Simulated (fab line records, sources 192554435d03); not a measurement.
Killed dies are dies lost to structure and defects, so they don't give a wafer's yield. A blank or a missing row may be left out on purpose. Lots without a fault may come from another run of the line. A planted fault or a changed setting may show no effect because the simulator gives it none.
fab line records | flow n5_finfet
record lots=12 wafers=33 last_day=19
route steps=1938 shown GATE_CUT@513 BEOL_M15@1804 PASSIVATION@1936
lots that met no fault: from a run of the same line without faults
start_h: hours from the record's first day to the start of the lot's first wafer shown | wait_h: hours since the lot's step before | " the same as in the row above | L1.1+2: a row that stands for several wafers | - no value, or no start given | * or withheld: withheld | < > ~ a bound
route shown NAME@n: a module of which the file shows steps, and the number in the route of the first | usual: mean/standard deviation of fault-free wafers | same: alike in all rows | chamber/n: place in a boat | sites: the reading at each site | _std_site: their standard deviation | _edge_site: outer sites' mean less inner sites' | radius_mm: how far each site lies from the wafer's centre | mask NAME#n: copy n | behind: the tool/chamber that last shaped the wafer | hold: why the lot was held/for how many hours/how that ended | device: the transistor (n, p or np) that didn't switch | end of line: the same wafers' tests at the end of the route | a step without rows: its recipe alone | killed: dies lost to structure and defects at the first sort, not the wafer's yield | map: a wafer's dies, x killed, . not, _ none there
set.NAME: the setting as run; set.NAME@STEP: as run at that earlier step | model.NAME: the simulator's own value behind a step, which no gauge read
steps of the route over a sample of lots; a table a step, a row a wafer
services: from which hour (start_h, from the record's first day; less than 0 if before it) a tool's chamber was out of use, for how many hours, and why
## steps
# step N5_GATE_CUT_CMP_43
# recipe material=SiO2 post_cmp_clean=rinse_only
# usual motor_current_A=11.9/1.2
# columns lot.wafer tool chamber start_h wait_h motor_current_A
L624.1 cmp-02 1 91.61 0.1 11.2
L624.5 " 0 " " 11.9
L624.6 " 1 " " 11.1
L625.2 cmp-01 3 97.38 0.0 11.4
L625.5 " 3 " " 11.6
L625.6 " 0 " " 14.0
L627.1 cmp-02 3 112.69 0.1 12.2
L627.3 " 1 " " 11.2
L627.6 " 3 " " 12.0
L629.4 cmp-03 0 117.34 0.0 11.7
L629.1 " 1 " " 13.4
L629.3 " 2 " " 11.6
L631.2 cmp-03 3 127.10 0.0 11.2
L631.3 " 0 " " 11.4
L631.5 " 3 " " 11.7
L635.1 cmp-03 3 159.35 0.1 11.1
L635.4 " 1 " " 13.8
L635.6 " 2 " " 11.7
L639.4 cmp-01 3 177.85 0.0 11.7
L639.3 " 1 " " 11.1
L640.2 cmp-01 1 180.95 0.2 10.7
L640.1 " 2 " " 13.8
L640.6 " 3 " " 11.5
L641.3 cmp-01 0 186.63 0.0 13.7
L641.2 " 1 " " 11.0
L641.4 " 3 " " 11.5
L645.1 cmp-03 2 214.59 0.1 11.9
L645.4 " 0 " " 12.1
L646.1 cmp-03 3 218.71 0.2 10.8
L646.3 " 0 " " 12.1
L646.5 " 1 " " 13.9
L647.4 cmp-03 0 224.98 0.1 11.3
L647.5 " 3 " " 11.4
# step N5_BEOL_M15_CD_MEAS_28
# recipe target_cd_nm=407.6 landing_energy_ev=500 detector=se_inlens
# usual cd_nm=408.5/2.5
# columns lot.wafer tool chamber start_h wait_h cd_nm
L624.1 cd_sem-02 0 268.60 - 408.5
L624.5 " 0 " " 409.5
L624.6 " 0 " " 410.4
L625.2 cd_sem-02 0 286.63 - 405.8
L625.5 " 0 " " 404.8
L625.6 " 0 " " 405.7
L629.1 cd_sem-02 0 293.95 - 403.8
L629.3 " 0 " " 411.4
L629.4 " 0 " " 410.0
L627.1 cd_sem-01 0 294.54 - 406.7
L627.3 " 0 " " 404.4
L627.6 " 0 " " 407.2
L631.2 cd_sem-01 0 307.32 - 410.1
L631.3 " 0 " " 410.8
L631.5 " 0 " " 410.5
L635.1 cd_sem-02 0 357.70 - 409.3
L635.4 " 0 " " 411.6
L635.6 " 0 " " 409.5
L640.1 cd_sem-02 0 374.33 - 413.0
L640.2 " 0 " " 409.7
L640.6 " 0 " " 410.4
L641.2 cd_sem-01 0 379.85 - 410.4
L641.3 " 0 " " 409.8
L641.4 " 0 " " 409.0
L639.3 cd_sem-02 0 388.09 - 407.8
L639.4 " 0 " " 407.3
L646.1 cd_sem-01 0 409.61 - 412.3
L646.3 " 0 " " 410.8
L646.5 " 0 " " 410.6
L645.1 cd_sem-01 0 410.95 - 408.3
L645.4 " 0 " " 409.4
L647.4 cd_sem-03 0 428.85 - 409.5
L647.5 " 0 " " 406.8
# step N5_BEOL_M15_STRIP_37
# recipe chemistry=O2 power_w=600 temp_c=60 pressure_mtorr=30 rf_frequency_hz=6e+07 bias_power_w=0 overash_fraction=0.3 o2_flow_sccm=225
# usual drypump_motor_current_A=5.5/0.45 oes_product_au=0.80/0.075 rf_vpp_V=3.6/0.62 showerhead_plenum_p_Torr=2.10/0.078 throttle_valve_pct=16.69/0.22
# columns lot.wafer tool chamber start_h wait_h drypump_motor_current_A oes_product_au rf_hours_counter_h rf_vpp_V showerhead_plenum_p_Torr throttle_valve_pct
L624.1 rie_diel-01 3 - - 5.6 0.90 33 3.6 2.16 16.36
L624.5 " 1 " " 5.1 0.70 - 4.5 1.98 17.01
L624.6 " 0 " " 5.3 0.92 - 3.4 2.23 16.65
L625.2 rie_diel-01 2 - - 5.4 0.85 67 3.6 2.04 16.49
L625.5 " 0 " " 5.3 0.91 - 3.0 2.23 16.65
L625.6 " 1 " " 5.1 0.70 - 3.8 1.98 17.01
L629.1 rie_diel-04 3 - - 6.4 0.72 185 3.8 2.06 16.82
L629.3 " 0 " " 5.3 0.85 55 3.1 2.09 16.56
L629.4 " 1 " " 5.6 0.76 - 3.8 2.09 16.82
L627.1 rie_diel-01 3 - - 5.6 0.88 45 3.8 2.15 16.39
L627.3 " 0 " " 5.3 0.91 39 4.1 2.23 16.66
L627.6 " 2 " " 5.5 0.85 - 3.9 2.04 16.53
L631.2 rie_diel-01 0 - - 5.4 0.90 42 3.7 2.23 16.70
L631.3 " 3 " " 5.6 0.88 48 4.1 2.15 16.38
L631.5 " 1 " " 5.1 0.70 - 3.1 1.98 17.04
L635.1 rie_diel-01 2 - - 5.5 0.82 89 3.1 2.03 16.56
L635.4 " 3 " " 5.6 0.86 62 3.3 2.15 16.42
L635.6 " 0 " " 5.4 0.87 - 4.3 2.22 16.70
L640.1 rie_diel-03 2 - - 5.1 0.78 148 3.3 2.09 16.70
L640.2 " 3 " " 6.2 0.78 93 3.1 2.03 16.73
L640.6 " 0 " " 5.0 0.85 - 4.2 2.20 16.47
L641.2 rie_diel-04 2 - - 4.7 0.94 20 3.1 2.23 16.25
L641.3 " 3 " " 6.4 0.71 210 4.1 2.05 16.89
L641.4 " 0 " " 5.3 0.82 79 3.1 2.09 16.61
L639.3 rie_diel-03 0 - - 5.0 0.86 71 4.2 2.20 16.44
L639.4 " 3 " " 6.2 0.78 96 4.2 2.02 16.73
L646.1 rie_diel-03 0 - - 5.0 0.84 78 4.1 2.20 16.48
L646.3 " 3 " " 6.2 0.77 103 2.3 2.02 16.76
L646.5 " 3 " " 6.2 0.77 - 4.1 2.02 16.76
L645.1 rie_diel-04 1 - - 5.6 0.72 210 3.4 2.08 16.89
L645.4 " 0 " " 5.3 0.81 90 3.3 2.08 16.62
L647.4 rie_diel-04 0 - - 5.3 0.79 96 3.5 2.08 16.65
L647.5 " 1 " " 5.6 0.74 - 3.5 2.08 16.90
# step N5_BEOL_M15_SPUTTER_45
# recipe material=Cu target_thk_a=1000 temp_c=-20 bias_v=60 power_w=26000 chamber_pressure_pa=0.13 time_s=16.67
# usual chuck_gas_flow_sccm=1.26/0.052 throttle_valve_pct=30.2/0.69
# columns lot.wafer tool chamber start_h wait_h chuck_gas_flow_sccm throttle_valve_pct
L624.1 pvd_sputter-02 - 270.13 0.0 1.28 29.9
L624.5 " - " " 1.26 30.5
L624.6 " - " " 1.36 30.1
L625.2 pvd_sputter-02 - 290.29 0.0 1.22 30.0
L625.5 " - " " 1.19 29.9
L625.6 " - " " 1.31 30.7
L629.1 pvd_sputter-02 - 296.70 0.0 1.25 31.4
L629.3 " - " " 1.22 30.2
L629.4 " - " " 1.30 29.8
L627.1 pvd_sputter-03 - 305.36 0.0 1.22 29.2
L627.3 " - " " 1.33 29.8
L627.6 " - " " 1.27 29.9
L631.2 pvd_sputter-01 - 311.48 0.0 1.24 31.0
L631.3 " - " " 1.32 30.9
L631.5 " - " " 1.33 31.0
L635.1 pvd_sputter-02 - 360.69 0.0 1.19 31.6
L635.4 " - " " 1.25 30.0
L635.6 " - " " 1.19 30.0
L640.1 pvd_sputter-03 - 376.85 0.0 1.21 30.0
L640.2 " - " " 1.23 29.9
L640.6 " - " " 1.28 29.9
L641.2 pvd_sputter-03 - 383.80 0.0 1.25 29.7
L641.3 " - " " 1.33 29.6
L641.4 " - " " 1.18 29.2
L639.3 pvd_sputter-02 - 393.59 0.0 1.28 29.6
L639.4 " - " " 1.34 31.6
L646.1 pvd_sputter-01 - 412.30 0.0 1.30 29.1
L646.3 " - " " 1.34 30.9
L646.5 " - " " 1.24 30.0
L645.1 pvd_sputter-02 - 412.66 0.0 1.29 30.0
L645.4 " - " " 1.31 30.5
L647.4 pvd_sputter-01 - 430.86 0.0 1.26 31.2
L647.5 " - " " 1.22 30.0
# step N5_PASSIVATION_PROBE_49
# usual defect_limited_yield=91.3/1.4 killed_at_M0_to_M3=36/10 killed_at_M4_up=13/5.4 killed_at_contacts=12/5.3 killed_at_front_end=39/10 killed_at_other=3.2/2.7 killed_dies=103/16 killed_on_rim=13/4 killed_open=68/13 killed_short=33/6.6 sort_bin_4_leakage=0.01/0.031 sort_bin_5_function=5.1/0.92 sort_bin_6_memory=3.3/0.68 sort_bin_8_speed=0.1/0.41 sort_n_pass=1077/17 sort_yield_pct=91.2/1.4
# same gross_dies=1180 killed_at_back_side=0
# columns lot.wafer tool chamber start_h wait_h defect_limited_yield[%] killed_at_M0_to_M3 killed_at_M4_up killed_at_contacts killed_at_front_end killed_at_other killed_dies killed_on_rim killed_open killed_short sort_bin_4_leakage[%] sort_bin_5_function[%] sort_bin_6_memory[%] sort_bin_8_speed[%] sort_n_pass sort_yield_pct[%]
L631.2 prober-01 - 333.57 0.1 56.0 24 11 10 474 0 519 67 46 27 0 28.1 12.4 0 661 56.0
L631.3 prober-01 - 333.62 0.1 53.3 25 8 20 496 2 551 73 57 28 0 30.3 13.6 0.1 628 53.2
L631.5 prober-01 - 333.72 0.2 53.1 30 10 14 497 2 553 73 63 26 0 30.9 13.2 0 627 53.1
L635.1 prober-02 - 380.80 0.0 53.4 36 15 4 492 3 550 70 49 33 0 29.6 13.9 0 630 53.4
L635.4 prober-02 - 380.95 0.2 52.7 24 6 6 514 8 558 76 43 17 0 27.1 17.1 0 622 52.7
L635.6 prober-02 - 381.05 0.3 53.7 22 13 1 502 8 546 72 41 23 0 29.6 13.1 0.1 633 53.6
# killed by level:class
L631.2 GATE_CUT:unspecified=446 BEOL_M0_SAQP:geometric_particle:short=11 BEOL_M4:geometric_particle:open=9 MOL_CONTACT_COAG:geometric_particle:open=7 DUMMY_GATE:geometric_particle:open=6 BEOL_M0_SAQP:geometric_particle:open=6 FIN_SAQP:geometric_particle:open=5 ILD0:geometric_particle:short=5
L631.3 GATE_CUT:unspecified=466 MOL_CONTACT_COAG:geometric_particle:open=16 STI_FIN_REVEAL:geometric_particle:open=8 BEOL_M0_SAQP:geometric_particle:open=6 FIN_SAQP:geometric_particle:short=5 BEOL_M3:geometric_particle:open=5 MOL_CONTACT_COAG:geometric_particle:short=4 BEOL_M0_SAQP:geometric_particle:short=4
L631.5 GATE_CUT:unspecified=464 MOL_CONTACT_COAG:geometric_particle:open=12 FIN_SAQP:geometric_particle:open=9 BEOL_M0_SAQP:geometric_particle:short=9 BEOL_M4:geometric_particle:open=8 BEOL_M0_SAQP:geometric_particle:open=7 BEOL_M3:geometric_particle:open=7 BEOL_M2:geometric_particle:open=5
L635.1 GATE_CUT:unspecified=467 BEOL_M0_SAQP:geometric_particle:short=15 BEOL_M0_SAQP:geometric_particle:open=10 STI_FIN_REVEAL:geometric_particle:open=7 BEOL_M4:geometric_particle:open=6 BEOL_M3:geometric_particle:open=5 MOL_CONTACT_COAG:geometric_particle:open=4 BEOL_M1:geometric_particle:open=4
L635.4 GATE_CUT:unspecified=497 STI_FIN_REVEAL:geometric_particle:open=7 BEOL_M1:geometric_particle:open=7 BEOL_M2:geometric_particle:open=6 MOL_CONTACT_COAG:geometric_particle:open=5 BEOL_M0_SAQP:geometric_particle:short=4 BEOL_M3:geometric_particle:open=4 FIN_SAQP:geometric_particle:open=3
L635.6 GATE_CUT:unspecified=480 BEOL_M0_SAQP:geometric_particle:open=11 BEOL_M0_SAQP:geometric_particle:short=6 FIN_SAQP:geometric_particle:open=5 FIN_SAQP:geometric_particle:short=5 STI_FIN_REVEAL:geometric_particle:open=5 BEOL_M4:geometric_particle:open=5 BEOL_M7:geometric_particle:open=3
## services
# columns tool chamber start_h hours kind
rie_diel-04 2 96.27 15.7 repair
cmp-01 - 131.09 4.0 pm
rie_diel-04 - 136.35 1.1 repair
pvd_sputter-02 - 146.23 1.1 repair
cmp-03 - 151.95 0.4 repair
rie_diel-04 0 152.81 8.1 repair
rie_diel-04 - 167.56 0.5 repair
cmp-03 - 194.07 0.9 repair
cmp-01 - 214.31 10.5 pm
rie_diel-01 0 223.37 15.1 repair
rie_diel-01 3 232.64 22.4 repair
cmp-03 - 240.10 2.5 repair
cmp-03 - 275.77 1.4 repair
cmp-01 - 289.56 1.3 repair
cmp-03 - 289.77 4.0 pm
cmp-03 - 300.11 0.2 repair
rie_diel-01 - 311.69 0.4 repair
cmp-03 - 336.12 6.8 pm
cmp-01 - 376.79 3.4 pm
cmp-01 - 384.29 1.3 repair
cmp-03 - 398.79 5.1 pm
cmp-01 - 405.67 4.0 pm
cmp-01 - 416.35 2.9 repair
cmp-03 - 427.64 1.0 repair
## key
first_sign step=N5_PASSIVATION_PROBE_49 reading=killed_at_front_end direction=up sigmas=45 usual=39 struck=496
effect step=N5_PASSIVATION_PROBE_49 reading=defect_limited_yield direction=down sigmas=27 usual=91.3 struck=53.7
more_kills_born_at N5_GATE_CUT_CMP_43@cmp-03=2820
met_at N5_GATE_CUT_CMP_43
struck_lots L631,L635
not_acting_at N5_BEOL_M15_CD_MEAS_28,N5_BEOL_M15_STRIP_37,N5_BEOL_M15_SPUTTER_45
onset_between 117.34 127.10
fault kind=chamber_particle_source tool=cmp-03 chamber=- onset_h=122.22 steps=N5_GATE_CUT_CMP_43 rate_per_visit_cm2=1.0128 end_h=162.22
